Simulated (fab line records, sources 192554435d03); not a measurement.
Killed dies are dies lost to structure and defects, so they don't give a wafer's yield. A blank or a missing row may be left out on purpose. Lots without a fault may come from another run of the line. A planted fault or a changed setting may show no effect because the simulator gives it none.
Chamber matching | flow n5_finfet | N5_HKMG_FIN_STRIP_89 on rie_diel-03: 4 sister chambers
The step strips SOC in N2/H2, time 20 s. 8 wafers are shown with their chamber, then 7 later ones without.

WAFERS WITH THEIR CHAMBER
wafer  | chamber | showerhead_plenum_p_Torr (Torr) | drypump_motor_current_A (A)
L439.2 | 2       | 3.22                            | 5.7
L439.4 | 3       | 3.19                            | 6.2
L439.6 | 0       | 3.32                            | 4.9
L440.2 | 1       | 3.51                            | 5.9
L440.3 | 0       | 3.32                            | 4.9
L440.5 | 3       | 3.19                            | 6.1
L451.1 | 1       | 3.49                            | 5.9
L451.3 | 2       | 3.21                            | 5.6

WAFERS WITHOUT THEIR CHAMBER
wafer  | showerhead_plenum_p_Torr (Torr) | drypump_motor_current_A (A)
L451.6 | 3.18                            | 6.1
L452.3 | 3.49                            | 6.0
L452.5 | 3.31                            | 4.9
L452.6 | 3.49                            | 6.0
L456.3 | 3.30                            | 4.9
L456.5 | 3.49                            | 5.9
L456.6 | 3.20                            | 5.6

WHICH CHAMBER EACH WENT THROUGH
wafer  | from the rows above | in truth
L451.6 | 3                   | 3
L452.3 | 1                   | 1
L452.5 | 0                   | 0
L452.6 | 1                   | 1
L456.3 | 0                   | 0
L456.5 | 1                   | 1
L456.6 | 2                   | 2
Placed correctly: 7 of 7. Can't be placed from these rows: 0. Placed wrongly: 0.
How it was worked out, from the rows above alone: a wafer's distance from a chamber is the root of the sum, over the readings, of the square of ((its reading less the chamber's mean) divided by the reading's scatter). The wafer belongs to the nearest chamber; if the next one is less than 2 further off, it can't be placed. A chamber's mean is the mean of its shown wafers. The scatter: the root of (the sum of the squares of (reading less its chamber's mean) over the shown wafers, divided by (wafers less chambers)).
